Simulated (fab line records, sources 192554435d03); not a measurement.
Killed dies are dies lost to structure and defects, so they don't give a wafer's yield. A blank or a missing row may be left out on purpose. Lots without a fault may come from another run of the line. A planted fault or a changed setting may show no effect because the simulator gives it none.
fab line records | flow n5_finfet
record lots=24 wafers=72 last_day=17
route steps=1938 shown BEOL_M13@1714 BEOL_M14@1764 BEOL_M15@1788 MIM_TOP_LITHO@1847
lots that met no fault: from a run of the same line without faults
start_h: hours from the record's first day to the start of the lot's first wafer shown | wait_h: hours since the lot's step before | " the same as in the row above | L1.1+2: a row that stands for several wafers | - no value, or no start given | * or withheld: withheld | < > ~ a bound
route shown NAME@n: a module of which the file shows steps, and the number in the route of the first | usual: mean/standard deviation of fault-free wafers | same: alike in all rows | chamber/n: place in a boat | sites: the reading at each site | _std_site: their standard deviation | _edge_site: outer sites' mean less inner sites' | radius_mm: how far each site lies from the wafer's centre | mask NAME#n: copy n | behind: the tool/chamber that last shaped the wafer | hold: why the lot was held/for how many hours/how that ended | device: the transistor (n, p or np) that didn't switch | end of line: the same wafers' tests at the end of the route | a step without rows: its recipe alone | killed: dies lost to structure and defects at the first sort, not the wafer's yield | map: a wafer's dies, x killed, . not, _ none there
set.NAME: the setting as run; set.NAME@STEP: as run at that earlier step | model.NAME: the simulator's own value behind a step, which no gauge read
steps of the route over a sample of lots; a table a step, a row a wafer
services: from which hour (start_h, from the record's first day; less than 0 if before it) a tool's chamber was out of use, for how many hours, and why
## steps
# step N5_BEOL_M13_RS_MEAS_54
# recipe thk_meas_gauge=four-point-probe reads=Cu_of_BEOL_M13_ECD_47+Ta_of_BEOL_M13_SPUTTER_44+TaN_of_BEOL_M13_SPUTTER_43
# usual M13_RS=0.0450/0.00074
# columns lot.wafer tool chamber start_h wait_h M13_RS[ohm/sq]
L074.1 film_metro-01 - 240.01 0.0 0.0456
L074.4 " - " " 0.0436
L074.6 " - " " 0.0450
L075.1 film_metro-01 - 242.41 0.0 0.0447
L075.4 " - " " 0.0460
L075.6 " - " " 0.0442
L076.2 film_metro-02 - 250.48 0.1 0.0447
L076.3 " - " " 0.0453
L076.4 " - " " 0.0456
L077.2 film_metro-01 - 253.50 0.1 0.0456
L077.3 " - " " 0.0450
L077.5 " - " " 0.0460
L078.1 film_metro-01 - 268.23 0.0 0.0452
L078.2 " - " " 0.0453
L078.3 " - " " 0.0447
L079.3 film_metro-01 - 268.50 0.1 0.0449
L079.4 " - " " 0.0447
L079.5 " - " " 0.0440
L081.2 film_metro-01 - 270.40 0.1 0.0456
L081.3 " - " " 0.0461
L081.4 " - " " 0.0449
L080.2 film_metro-02 - 279.65 0.1 0.0456
L080.3 " - " " 0.0452
L080.6 " - " " 0.0455
L083.1 film_metro-02 - 280.22 0.0 0.0449
L083.5 " - " " 0.0447
L083.6 " - " " 0.0460
L082.1 film_metro-02 - 280.90 0.1 0.0448
L082.4 " - " " 0.0450
L082.5 " - " " 0.0450
L084.1 film_metro-01 - 295.92 0.0 0.0447
L084.2 " - " " 0.0441
L084.4 " - " " 0.0442
L086.1 film_metro-02 - 309.71 0.0 0.0449
L086.2 " - " " 0.0440
L086.4 " - " " 0.0434
L087.2 film_metro-02 - 315.97 0.1 0.0443
L087.4 " - " " 0.0451
L087.5 " - " " 0.0440
L085.3 film_metro-02 - 316.27 0.1 0.0440
L085.4 " - " " 0.0438
L085.5 " - " " 0.0450
L088.3 film_metro-01 - 316.55 0.1 0.0456
L088.4 " - " " 0.0445
L088.5 " - " " 0.0446
L089.1 film_metro-02 - 325.14 0.0 0.0443
L089.2 " - " " 0.0455
L089.6 " - " " 0.0454
L091.3 film_metro-02 - 337.49 0.1 0.0451
L091.4 " - " " 0.0446
L091.5 " - " " 0.0440
L090.1 film_metro-02 - 338.04 0.1 0.0453
L090.4 " - " " 0.0464
L090.5 " - " " 0.0464
L092.1 film_metro-02 - 348.59 0.0 0.0452
L092.2 " - " " 0.0461
L092.5 " - " " 0.0459
L093.3 film_metro-02 - 364.72 0.1 0.0459
L093.4 " - " " 0.0437
L093.6 " - " " 0.0450
L094.1 film_metro-02 - 369.82 0.0 0.0460
L094.4 " - " " 0.0459
L094.5 " - " " 0.0462
L096.3 film_metro-01 - 375.53 0.1 0.0452
L096.5 " - " " 0.0459
L096.6 " - " " 0.0452
L097.1 film_metro-01 - 375.83 0.0 0.0445
L097.2 " - " " 0.0452
L097.5 " - " " 0.0435
L095.1 film_metro-02 - 379.89 0.1 0.0451
L095.4 " - " " 0.0463
L095.6 " - " " 0.0450
# step N5_BEOL_M14_SPUTTER_45
# recipe material=Cu target_thk_a=1000 temp_c=-20 bias_v=60 power_w=26000 chamber_pressure_pa=0.13 time_s=16.67
# usual susceptor_temp_C=-20.00/0.1 throttle_valve_pct=29.8/0.95
# columns lot.wafer tool chamber start_h wait_h susceptor_temp_C throttle_valve_pct
L074.1 pvd_sputter-02 - 244.76 0.0 -19.90 29.7
L074.4 " - " " -19.96 31.1
L074.6 " - " " -20.11 30.2
L075.1 pvd_sputter-01 - 245.72 0.0 -19.95 28.2
L075.4 " - " " -20.10 29.8
L075.6 " - " " -20.00 30.0
L076.2 pvd_sputter-02 - 258.97 0.0 -20.15 30.3
L076.3 " - " " -19.86 31.3
L076.4 " - " " -19.98 29.2
L077.2 pvd_sputter-01 - 259.85 0.0 -19.98 29.7
L077.3 " - " " -20.02 29.9
L077.5 " - " " -19.95 28.1
L078.1 pvd_sputter-02 - 275.65 0.0 -19.95 30.4
L078.2 " - " " -20.00 29.3
L078.3 " - " " -20.16 31.0
L079.3 pvd_sputter-03 - 276.08 0.0 -20.04 29.4
L079.4 " - " " -20.02 29.0
L079.5 " - " " -19.93 31.5
L081.2 pvd_sputter-02 - 276.51 0.0 -20.27 30.3
L081.3 " - " " -20.07 29.1
L081.4 " - " " -20.31 29.5
L080.2 pvd_sputter-01 - 283.09 0.0 -19.92 29.5
L080.3 " - " " -20.08 30.1
L080.6 " - " " -19.88 29.6
L083.1 pvd_sputter-02 - 283.57 0.0 -20.06 29.9
L083.5 " - " " -20.05 29.1
L083.6 " - " " -20.05 30.4
L082.1 pvd_sputter-01 - 284.11 0.0 -20.06 29.6
L082.4 " - " " -20.08 28.1
L082.5 " - " " -20.01 30.4
L084.1 pvd_sputter-01 - 299.76 0.0 -20.10 30.0
L084.2 " - " " -19.94 27.9
L084.4 " - " " -20.13 29.7
L086.1 pvd_sputter-02 - 314.45 0.0 -19.84 30.1
L086.2 " - " " -20.05 31.4
L086.4 " - " " -19.97 29.4
L087.2 pvd_sputter-03 - 322.13 0.0 -19.89 28.6
L087.4 " - " " -20.12 29.4
L087.5 " - " " -19.97 28.9
L085.3 pvd_sputter-03 - 322.57 0.0 -20.02 28.7
L085.4 " - " " -19.94 29.1
L085.5 " - " " -19.83 31.5
L088.3 pvd_sputter-02 - 323.90 0.0 -20.03 31.3
L088.4 " - " " -20.10 30.0
L088.5 " - " " -19.88 29.1
L089.1 pvd_sputter-03 - 331.15 0.0 -20.02 28.9
L089.2 " - " " -19.76 31.7
L089.6 " - " " -19.94 31.5
L090.1 pvd_sputter-03 - 344.43 0.0 -20.14 31.6
L090.4 " - " " -19.96 29.1
L090.5 " - " " -19.99 29.1
L091.3 pvd_sputter-03 - 344.75 0.0 -19.93 29.6
L091.4 " - " " -20.01 28.7
L091.5 " - " " -20.00 28.8
L092.1 pvd_sputter-01 - 354.25 0.0 -19.98 29.4
L092.2 " - " " -20.16 28.0
L092.5 " - " " -19.83 29.8
L093.3 pvd_sputter-01 - 367.91 0.0 -19.79 29.5
L093.4 " - " " -19.98 28.1
L093.6 " - " " -20.07 29.8
L094.1 pvd_sputter-02 - 373.98 0.0 -20.02 30.2
L094.4 " - " " -19.87 31.3
L094.5 " - " " -19.98 30.2
L096.3 pvd_sputter-03 - 379.17 0.0 -19.95 29.4
L096.5 " - " " -19.88 29.3
L096.6 " - " " -20.00 31.3
L097.1 pvd_sputter-02 - 379.50 0.0 -20.10 30.0
L097.2 " - " " -20.10 31.4
L097.5 " - " " -19.88 31.2
L095.1 pvd_sputter-02 - 383.72 0.0 -20.06 29.7
L095.4 " - " " -19.92 29.6
L095.6 " - " " -20.04 31.3
# step N5_BEOL_M14_CMP_49
# recipe stop_on=SiO2 t_overpolish_s=5.2 down_force_psi=2 platen_rpm=80 clearing_platen_down_force_psi=2 clearing_platen_rpm=80 post_cmp_clean=cu_alkaline target_thk_nm=560 clearing_platen_pad_velocity_m_s=1.5917 pad_velocity_m_s=1.5917
# usual barrier_field_endpoint_s=11.39/0.26 motor_current_A=8.4/1.1 overpolish_run_s=5.201/0.0098 time_to_endpoint_s=122/4.2
# columns lot.wafer tool chamber start_h wait_h barrier_field_endpoint_s motor_current_A overpolish_run_s time_to_endpoint_s
L074.4 cmp-04 1 245.40 0.1 11.41 10.0 5.194 124
L074.1 " 2 " " 11.58 9.7 5.196 125
L074.6 " 1 " " 11.12 9.6 5.180 118
L075.1 cmp-04 3 246.58 0.3 11.80 7.6 5.210 131
L075.4 " 0 " " 11.42 8.1 5.194 124
L075.6 " 2 " " 11.58 9.9 5.199 129
L076.2 cmp-01 3 259.61 0.2 11.45 8.4 5.193 118
L076.4 " 0 " " 11.51 7.3 5.207 125
L076.3 " 1 " " 11.47 6.8 5.194 124
L077.2 cmp-01 3 260.53 0.3 11.40 8.4 5.195 122
L077.3 " 0 " " 11.44 7.1 5.204 127
L077.5 " 1 " " 11.36 7.3 5.176 122
L078.2 cmp-02 2 276.27 0.2 10.80 8.5 5.215 112
L078.1 " 3 " " 11.72 9.0 5.198 122
L078.3 " 1 " " 11.36 8.1 5.186 119
L079.4 cmp-01 2 276.68 0.1 11.33 7.7 5.209 123
L079.3 " 0 " " 11.25 7.4 5.197 121
L079.5 " 2 " " 11.05 7.8 5.211 121
L081.4 cmp-01 2 277.15 0.2 11.67 8.4 5.203 121
L081.2 " 3 " " 11.36 9.0 5.200 117
L081.3 " 0 " " 11.44 7.4 5.207 124
L080.3 cmp-04 1 283.70 0.2 11.91 9.7 5.210 130
L080.2 " 3 " " 11.86 7.7 5.199 128
L080.6 " 2 " " 11.55 10.0 5.208 124
L083.1 cmp-02 1 284.54 0.3 10.97 8.7 5.196 115
L083.5 " 0 " " 11.16 9.1 5.185 121
L083.6 " 1 " " 10.95 8.8 5.184 118
L082.1 cmp-01 0 284.96 0.3 11.48 7.3 5.215 123
L082.4 " 2 " " 11.19 8.4 5.205 118
L082.5 " 0 " " 11.33 7.3 5.196 123
L084.1 cmp-01 0 300.81 0.3 11.35 7.2 5.216 121
L084.4 " 1 " " 11.39 7.0 5.195 124
L084.2 " 2 " " 11.52 8.3 5.215 123
L086.4 cmp-01 1 315.05 0.1 11.55 7.2 5.213 123
L086.2 " 3 " " 11.31 8.3 5.201 120
L086.1 " 0 " " 11.67 7.0 5.186 127
L087.4 cmp-04 3 322.81 0.2 11.76 7.6 5.193 128
L087.2 " 0 " " 11.11 8.0 5.193 121
L087.5 " 2 " " 11.63 10.0 5.203 127
L085.4 cmp-01 3 323.17 0.1 10.96 8.3 5.189 118
L085.3 " 2 " " 11.39 8.4 5.193 120
L085.5 " 3 " " 11.36 8.3 5.222 117
L088.4 cmp-02 1 324.97 0.1 11.31 8.8 5.200 120
L088.3 " 3 " " 11.60 9.0 5.201 126
L088.5 " 2 " " 11.17 8.1 5.189 116
L089.2 cmp-04 0 332.18 0.2 11.24 7.8 5.201 121
L089.1 " 1 " " 11.27 9.6 5.193 122
L089.6 " 3 " " 11.45 7.8 5.204 126
L090.4 cmp-01 3 348.03 0.1 11.05 8.4 5.211 119
L090.1 " 1 " " 11.25 7.1 5.204 123
L090.5 " 3 " " 10.96 8.7 5.202 116
L091.3 cmp-04 1 348.30 0.2 11.34 9.8 5.211 122
L091.4 " 3 " " 11.59 7.4 5.203 128
L091.5 " 2 " " 11.72 10.0 5.192 130
L092.2 cmp-01 0 356.26 0.5 11.50 7.4 5.195 122
L092.1 " 1 " " 11.25 7.2 5.181 119
L092.5 " 2 " " 11.49 8.0 5.206 121
L093.4 cmp-04 0 368.93 0.1 11.42 8.1 5.199 122
L093.3 " 1 " " 11.34 9.9 5.197 124
L093.6 " 0 " " 11.32 8.2 5.209 124
L094.4 cmp-02 1 374.85 0.4 11.16 8.4 5.185 121
L094.1 " 2 " " 11.06 8.2 5.197 116
L094.5 " 3 " " 11.15 8.7 5.197 122
L096.3 cmp-04 2 379.85 0.2 11.75 9.7 5.190 126
L096.6 " 0 " " 11.78 7.9 5.196 129
L096.5 " 1 " " 11.44 9.7 5.199 122
L097.1 cmp-04 1 380.88 0.3 11.91 9.6 5.198 127
L097.2 " 2 " " 12.08 10.1 5.201 131
L097.5 " 1 " " 11.76 10.4 5.207 130
L095.1 cmp-04 1 384.33 0.3 11.21 10.3 5.212 121
L095.4 " 3 " " 11.27 7.5 5.197 125
L095.6 " 1 " " 11.22 9.6 5.203 123
# step N5_BEOL_M15_VIA_ETCH_16
# recipe chemistry=C4F8/O2/Ar target=SiO2 he_inner_torr=15 he_outer_torr=30 target_depth_a=17922 time_s=withheld ion_energy_ev=800 pressure_mtorr=20 source_w=1905 bias_w=2040 Ar_flow_sccm=400 C4F8_flow_sccm=16 O2_flow_sccm=12 ends=cleared
# usual drypump_motor_current_A=5.9/0.45 oes_f_703_au=0.77/0.083 oes_product_au=0.69/0.075 rf_vpp_V=2215/48 showerhead_plenum_p_Torr=3.49/0.092 throttle_valve_pct=30.81/0.23
# columns lot.wafer tool chamber start_h wait_h drypump_motor_current_A oes_f_703_au oes_product_au rf_vpp_V showerhead_plenum_p_Torr throttle_valve_pct
L074.1 rie_diel-02 3 246.81 0.0 5.6 0.93 0.83 2168 3.66 30.70
L074.4 " 1 " " 5.8 0.75 0.66 2218 3.41 30.54
L074.6 " 3 " " 5.6 0.93 0.83 2168 3.66 30.70
L075.1 rie_diel-03 0 247.94 0.0 6.7 0.74 0.67 2184 3.48 31.27
L075.4 " 3 " " 5.9 0.69 0.64 2280 3.52 30.89
L075.6 " 2 " " 4.9 0.83 0.78 2202 3.39 30.80
L076.2 rie_diel-01 3 260.91 0.0 6.3 0.71 0.64 2224 3.40 30.69
L076.3 " 1 " " 5.9 0.81 0.77 2275 3.62 30.75
L076.4 " 0 " " 5.8 0.88 0.79 2222 3.49 30.93
L077.2 rie_diel-03 3 261.79 0.0 6.0 0.70 0.63 2279 3.52 30.89
L077.3 " 2 " " 4.9 0.83 0.77 2200 3.39 30.79
L077.5 " 1 " " 6.1 0.70 0.64 2202 3.59 31.16
L078.1 rie_diel-03 0 277.64 0.0 6.7 0.74 0.66 2184 3.47 31.26
L078.2 " 2 " " 4.9 0.82 0.76 2202 3.39 30.82
L078.3 " 3 " " 5.9 0.68 0.63 2278 3.51 30.90
L079.3 rie_diel-02 3 278.10 0.0 5.6 0.91 0.80 2168 3.65 30.72
L079.4 " 3 " " 5.6 0.90 0.81 2167 3.65 30.73
L079.5 " 1 " " 5.8 0.75 0.66 2221 3.41 30.53
L081.2 rie_diel-02 3 278.55 0.0 5.6 0.91 0.79 2168 3.65 30.71
L081.3 " 1 " " 5.7 0.74 0.65 2218 3.41 30.52
L081.4 " 1 " " 5.8 0.75 0.65 2217 3.41 30.54
L080.2 rie_diel-02 1 285.07 0.0 5.7 0.74 0.66 2219 3.41 30.55
L080.3 " 2 " " 6.5 0.70 0.62 2142 3.39 31.05
L080.6 " 3 " " 5.6 0.90 0.80 2166 3.65 30.71
L083.1 rie_diel-02 2 285.72 0.0 6.5 0.70 0.63 2143 3.39 31.08
L083.5 " 1 " " 5.8 0.74 0.66 2219 3.41 30.53
L083.6 " 2 " " 6.5 0.70 0.63 2141 3.39 31.05
L082.1 rie_diel-01 1 286.42 0.0 5.9 0.81 0.75 2274 3.62 30.77
L082.4 " 3 " " 6.3 0.72 0.64 2224 3.39 30.70
L082.5 " 0 " " 5.8 0.86 0.78 2224 3.48 30.94
L084.1 rie_diel-01 3 302.06 0.0 6.4 0.71 0.64 2225 3.39 30.72
L084.2 " 1 " " 5.9 0.81 0.75 2275 3.61 30.78
L084.4 " 1 " " 5.9 0.81 0.75 2275 3.61 30.78
L086.1 rie_diel-02 2 316.50 0.0 6.5 0.69 0.62 2141 3.38 31.07
L086.2 " 1 " " 5.8 0.73 0.64 2218 3.40 30.55
L086.4 " 3 " " 5.6 0.89 0.78 2166 3.64 30.73
L087.2 rie_diel-03 3 323.99 0.0 5.9 0.68 0.63 2278 3.51 30.92
L087.4 " 1 " " 6.1 0.68 0.63 2201 3.58 31.18
L087.5 " 3 " " 6.0 0.68 0.62 2279 3.51 30.91
L085.3 rie_diel-02 1 324.52 0.0 5.8 0.73 0.64 2218 3.40 30.56
L085.4 " 0 " " 5.1 0.94 0.85 2186 3.51 30.64
L085.5 " 3 " " 5.7 0.88 0.78 2166 3.64 30.74
L088.3 rie_diel-03 2 326.19 0.0 4.9 0.78 0.74 2201 3.38 30.83
L088.4 " 3 " " 5.9 0.68 0.62 2278 3.51 30.89
L088.5 " 2 " " 4.9 0.79 0.73 2200 3.38 30.84
L089.1 rie_diel-03 1 333.36 0.0 6.1 0.68 0.63 2201 3.57 31.17
L089.2 " 3 " " 6.0 0.68 0.61 2277 3.51 30.90
L089.6 " 3 " " 5.9 0.69 0.62 2278 3.51 30.91
L090.1 rie_diel-01 0 349.25 0.0 5.8 0.85 0.75 2222 3.47 30.95
L090.4 " 3 " " 6.3 0.70 0.62 2223 3.38 30.72
L090.5 " 3 " " 6.3 0.70 0.62 2222 3.38 30.72
L091.3 rie_diel-02 1 349.99 0.3 5.8 0.73 0.64 2217 3.39 30.56
L091.4 " 1 " " 5.8 0.72 0.64 2218 3.39 30.55
L091.5 " 1 " " 5.7 0.72 0.64 2218 3.39 30.55
L092.1 rie_diel-02 3 357.40 0.0 5.6 0.87 0.76 2166 3.63 30.71
L092.2 " 1 " " 5.7 0.72 0.64 2217 3.39 30.55
L092.5 " 3 " " 5.6 0.87 0.76 2165 3.63 30.73
L093.3 rie_diel-01 1 370.42 0.0 5.9 0.78 0.72 2273 3.60 30.80
L093.4 " 0 " " 5.8 0.83 0.74 2224 3.47 30.95
L093.6 " 2 " " 5.7 0.68 0.62 2321 3.52 30.46
L094.1 rie_diel-01 0 376.14 0.0 5.8 0.84 0.74 2223 3.47 30.97
L094.4 " 2 " " 5.7 0.68 0.62 2319 3.52 30.47
L094.5 " 3 " " 6.3 0.69 0.61 2222 3.38 30.74
L096.3 rie_diel-01 0 381.22 0.0 5.8 0.83 0.74 2222 3.47 30.96
L096.5 " 0 " " 5.8 0.83 0.73 2220 3.47 30.96
L096.6 " 1 " " 5.9 0.78 0.72 2272 3.60 30.80
L097.1 rie_diel-02 1 382.41 0.0 5.8 0.71 0.63 2215 3.39 30.55
L097.2 " 0 " " 5.1 0.92 0.82 2186 3.51 30.65
L097.5 " 3 " " 5.6 0.86 0.75 2164 3.63 30.73
L095.1 rie_diel-01 2 385.54 0.0 5.7 0.67 0.62 2320 3.52 30.48
L095.4 " 2 " " 5.7 0.68 0.62 2320 3.52 30.48
L095.6 " 1 " " 5.9 0.77 0.72 2272 3.60 30.81
# step N5_BEOL_M15_STRIP_64
# recipe chemistry=O2 power_w=600 temp_c=60 pressure_mtorr=30 rf_frequency_hz=6e+07 bias_power_w=0 overash_fraction=0.3 o2_flow_sccm=225
# usual drypump_motor_current_A=5.9/0.44 o2_flow_sccm=225.1/0.64 oes_product_au=0.77/0.081 rf_vpp_V=3.7/0.46 showerhead_plenum_p_Torr=2.13/0.062 temp_c=60.01/0.12 throttle_valve_pct=16.63/0.18
# columns lot.wafer tool chamber start_h wait_h drypump_motor_current_A o2_flow_sccm oes_product_au rf_hours_counter_h rf_vpp_V showerhead_plenum_p_Torr temp_c throttle_valve_pct
L074.1 rie_diel-02 3 - - 5.6 224.6 0.92 23 2.3 2.24 60.12 16.35
L074.4 " 1 " " 5.7 225.1 0.74 - 4.3 2.10 59.78 16.56
L074.6 " 3 " " 5.6 224.6 0.91 - 3.9 2.24 60.10 16.34
L075.1 rie_diel-03 0 - - 6.7 225.4 0.74 140 3.0 2.11 59.79 16.73
L075.4 " 3 " " 5.9 225.2 0.71 198 3.9 2.17 59.94 16.93
L075.6 " 2 " " 4.9 224.2 0.86 - 3.8 2.03 60.09 16.34
L076.2 rie_diel-01 3 - - 6.3 225.3 0.72 212 3.2 2.09 60.05 16.81
L076.3 " 1 " " 5.9 225.0 0.84 71 4.0 2.24 59.94 16.64
L076.4 " 0 " " 5.8 225.6 0.87 45 4.9 2.11 60.01 16.54
L077.2 rie_diel-03 3 - - 5.9 225.2 0.70 202 4.1 2.17 60.03 16.94
L077.3 " 2 " " 4.9 224.8 0.86 37 4.0 2.03 60.18 16.37
L077.5 " 1 " " 6.0 224.8 0.73 - 4.1 2.15 60.00 16.74
L078.1 rie_diel-03 0 - - 6.8 225.0 0.75 148 3.8 2.10 60.00 16.74
L078.2 " 2 " " 4.9 223.7 0.85 42 4.1 2.03 60.07 16.38
L078.3 " 3 " " 5.9 225.7 0.70 207 4.0 2.17 59.98 16.97
L079.3 rie_diel-02 3 - - 5.6 224.8 0.89 38 3.6 2.23 59.96 16.38
L079.4 " 3 " " 5.6 224.0 0.89 - 3.5 2.23 60.02 16.38
L079.5 " 1 " " 5.8 225.4 0.72 - 3.1 2.10 60.02 16.56
L081.2 rie_diel-02 3 - - 5.6 225.5 0.88 38 3.7 2.23 60.02 16.38
L081.3 " 1 " " 5.8 224.0 0.72 190 3.7 2.10 59.89 16.57
L081.4 " 1 " " 5.7 224.0 0.73 - 4.0 2.10 59.86 16.58
L080.2 rie_diel-02 1 - - 5.8 225.7 0.72 193 3.0 2.10 60.10 16.57
L080.3 " 2 " " 6.5 224.5 0.70 234 4.2 2.06 59.87 16.87
L080.6 " 3 " " 5.6 224.7 0.88 - 3.8 2.23 60.07 16.38
L083.1 rie_diel-02 2 - - 6.4 224.7 0.70 235 4.1 2.06 59.91 16.86
L083.5 " 1 " " 5.7 224.8 0.72 - 3.9 2.10 60.03 16.60
L083.6 " 2 " " 6.4 224.0 0.69 - 3.1 2.06 59.96 16.86
L082.1 rie_diel-01 1 - - 5.9 225.7 0.83 79 4.4 2.23 59.80 16.65
L082.4 " 3 " " 6.3 224.8 0.71 221 3.1 2.09 60.13 16.80
L082.5 " 0 " " 5.8 225.6 0.86 - 3.0 2.10 59.81 16.54
L084.1 rie_diel-01 3 - - 6.3 225.0 0.71 225 3.7 2.09 59.94 16.83
L084.2 " 1 " " 5.9 225.8 0.84 83 3.5 2.23 60.04 16.66
L084.4 " 1 " " 5.9 225.2 0.83 - 3.8 2.23 59.99 16.67
L086.1 rie_diel-02 2 - - 6.4 225.1 0.69 245 3.5 2.05 59.89 16.87
L086.2 " 1 " " 5.7 224.1 0.71 204 3.3 2.09 60.03 16.58
L086.4 " 3 " " 5.6 225.3 0.86 51 3.4 2.23 59.79 16.40
L087.2 rie_diel-03 3 - - 6.0 224.5 0.70 219 3.8 2.17 60.07 16.98
L087.4 " 1 " " 6.1 224.9 0.71 213 2.9 2.15 59.88 16.79
L087.5 " 3 " " 5.9 225.2 0.70 - 3.7 2.17 60.03 16.98
L085.3 rie_diel-02 1 - - 5.7 224.4 0.70 207 3.9 2.09 59.96 16.61
L085.4 " 0 " " 5.1 225.2 0.94 - 3.8 2.15 60.06 16.35
L085.5 " 3 " " 5.6 224.8 0.87 - 3.4 2.23 60.21 16.41
L088.3 rie_diel-03 2 - - 4.9 226.0 0.83 58 4.0 2.03 59.92 16.39
L088.4 " 3 " " 5.9 226.7 0.69 220 3.4 2.17 60.19 16.98
L088.5 " 2 " " 4.9 225.0 0.82 - 4.2 2.03 60.16 16.43
L089.1 rie_diel-03 1 - - 6.1 225.4 0.71 215 2.8 2.15 60.11 16.77
L089.2 " 3 " " 5.9 224.9 0.68 222 3.6 2.17 60.06 16.98
L089.6 " 3 " " 5.9 224.9 0.68 - 3.8 2.17 59.86 16.98
L090.1 rie_diel-01 0 - - 5.8 223.8 0.84 75 3.7 2.10 60.06 16.59
L090.4 " 3 " " 6.3 225.4 0.69 243 3.2 2.08 60.10 16.86
L090.5 " 3 " " 6.3 224.4 0.69 - 3.1 2.08 60.09 16.86
L091.3 rie_diel-02 1 - - 5.7 223.8 0.71 - 3.7 2.09 59.99 16.60
L091.4 " 1 " " 5.7 224.3 0.70 - 4.5 2.09 60.00 16.63
L091.5 " 1 " " 5.7 223.9 0.70 - 3.3 2.09 60.23 16.62
L092.1 rie_diel-02 3 - - 5.6 225.3 0.86 64 3.7 2.22 60.11 16.41
L092.2 " 1 " " 5.7 224.9 0.70 220 2.7 2.09 60.28 16.63
L092.5 " 3 " " 5.6 225.1 0.85 - 3.6 2.22 59.99 16.44
L093.3 rie_diel-01 1 - - 5.9 224.0 0.81 104 4.3 2.22 60.11 16.70
L093.4 " 0 " " 5.8 225.3 0.82 81 3.4 2.09 59.90 16.61
L093.6 " 2 " " 5.7 225.5 0.69 - 3.6 2.15 60.23 16.51
L094.1 rie_diel-01 0 - - 5.8 226.1 0.81 82 4.2 2.09 59.99 16.62
L094.4 " 2 " " 5.7 224.8 0.68 242 3.4 2.15 59.93 16.52
L094.5 " 3 " " 6.3 225.5 0.69 - 3.8 2.08 59.99 16.86
L096.3 rie_diel-01 0 - - 5.8 224.9 0.81 84 3.5 2.09 60.09 16.62
L096.5 " 0 " " 5.8 225.1 0.82 - 3.1 2.09 59.90 16.59
L096.6 " 1 " " 5.9 224.8 0.80 - 3.0 2.22 59.88 16.73
L097.1 rie_diel-02 1 - - 5.7 225.8 0.69 229 3.3 2.08 60.08 16.65
L097.2 " 0 " " 5.1 226.3 0.92 19 4.7 2.15 60.20 16.39
L097.5 " 3 " " 5.6 225.4 0.83 - 3.3 2.22 59.83 16.45
L095.1 rie_diel-01 2 - - 5.7 225.8 0.69 247 3.5 2.15 59.93 16.51
L095.4 " 2 " " 5.7 225.2 0.68 - 3.5 2.15 59.90 16.51
L095.6 " 1 " " 5.9 225.9 0.80 - 4.0 2.22 60.14 16.72
# step N5_MIM_TOP_LITHO_CD_MEAS_08
# recipe target_cd_nm=2000 landing_energy_ev=500 detector=se_inlens
# usual cd_nm=2000.8/1.9
# columns lot.wafer tool chamber start_h wait_h cd_nm
L074.1 cd_sem-02 0 258.39 - 2001.0
L074.4 " 0 " " 1998.4
L074.6 " 0 " " 2003.2
L075.1 cd_sem-01 0 259.48 - 1998.2
L075.4 " 0 " " 1996.0
L075.6 " 0 " " 2002.4
L076.2 cd_sem-03 0 268.74 - 1999.3
L076.3 " 0 " " 2001.1
L076.4 " 0 " " 2004.9
L077.2 cd_sem-01 0 270.62 - 2001.7
L077.3 " 0 " " 2001.1
L077.5 " 0 " " 2000.9
L078.1 cd_sem-01 0 285.71 - 1999.7
L078.2 " 0 " " 2000.1
L078.3 " 0 " " 2001.2
L079.3 cd_sem-03 0 285.98 - 2002.0
L079.4 " 0 " " 2001.9
L079.5 " 0 " " 2003.4
L081.2 cd_sem-01 0 287.09 - 1998.6
L081.3 " 0 " " 2000.8
L081.4 " 0 " " 2000.0
L080.2 cd_sem-03 0 291.79 - 2001.8
L080.3 " 0 " " 2000.5
L080.6 " 0 " " 2002.0
L083.1 cd_sem-03 0 295.09 - 2003.0
L083.5 " 0 " " 2000.8
L083.6 " 0 " " 2001.4
L082.1 cd_sem-03 0 297.91 - 1999.0
L082.4 " 0 " " 2001.4
L082.5 " 0 " " 2001.6
L084.1 cd_sem-01 0 312.81 - 1996.9
L084.2 " 0 " " 2001.0
L084.4 " 0 " " 2001.3
L086.1 cd_sem-01 0 327.13 - 1998.6
L086.2 " 0 " " 2000.5
L086.4 " 0 " " 2001.0
L087.2 cd_sem-01 0 334.02 - 2000.3
L087.4 " 0 " " 2003.0
L087.5 " 0 " " 2002.3
L085.3 cd_sem-03 0 334.18 - 2000.9
L085.4 " 0 " " 1998.6
L085.5 " 0 " " 1998.5
L088.3 cd_sem-03 0 336.42 - 2001.8
L088.4 " 0 " " 2000.7
L088.5 " 0 " " 1998.2
L089.1 cd_sem-01 0 342.72 - 1997.8
L089.2 " 0 " " 1998.4
L089.6 " 0 " " 1998.5
L090.1 cd_sem-03 0 364.08 - 2002.8
L090.4 " 0 " " 2002.5
L090.5 " 0 " " 2002.0
L091.3 cd_sem-01 0 366.30 - 1999.8
L091.4 " 0 " " 2001.5
L091.5 " 0 " " 2002.8
L092.1 cd_sem-01 0 373.73 - 1996.8
L092.2 " 0 " " 1996.7
L092.5 " 0 " " 1998.9
L093.3 cd_sem-03 0 379.20 - 2001.6
L093.4 " 0 " " 1999.6
L093.6 " 0 " " 1997.8
L094.1 cd_sem-01 0 384.55 - 1996.4
L094.4 " 0 " " 1999.4
L094.5 " 0 " " 1998.5
L096.3 cd_sem-03 0 388.56 - 1998.8
L096.5 " 0 " " 2003.7
L096.6 " 0 " " 2001.6
L097.1 cd_sem-01 0 394.44 - 2002.6
L097.2 " 0 " " 2001.3
L097.5 " 0 " " 2002.6
L095.1 cd_sem-02 0 395.49 - 2000.8
L095.4 " 0 " " 2002.1
L095.6 " 0 " " 2000.4
## services
# columns tool chamber start_h hours kind
cmp-02 - 224.03 4.0 pm
cmp-04 - 233.49 3.8 repair
cmp-02 - 235.30 2.8 repair
rie_diel-03 - 236.51 0.3 repair
rie_diel-02 2 244.08 21.0 repair
rie_diel-03 0 253.64 2.0 repair
rie_diel-02 0 254.95 14.4 repair
rie_diel-02 3 282.57 1.5 repair
rie_diel-03 3 285.32 6.0 repair
cmp-02 - 286.37 0.2 repair
rie_diel-01 - 290.73 2.8 pm
rie_diel-01 2 293.58 40.7 repair
cmp-04 - 299.99 1.2 repair
pvd_sputter-02 - 316.01 7.5 repair
rie_diel-02 2 324.02 3.9 repair
rie_diel-01 1 326.23 2.7 repair
rie_diel-02 2 335.77 - clean
rie_diel-02 2 335.77 - consumable_replace:focus_ring
rie_diel-02 2 335.77 17.2 scheduled_down
pvd_sputter-03 - 341.29 2.4 repair
pvd_sputter-03 - 345.62 20.9 repair
pvd_sputter-02 - 358.07 3.6 repair
cmp-01 - 365.37 4.0 pm
cmp-04 - 371.11 4.0 pm
## key
fault none
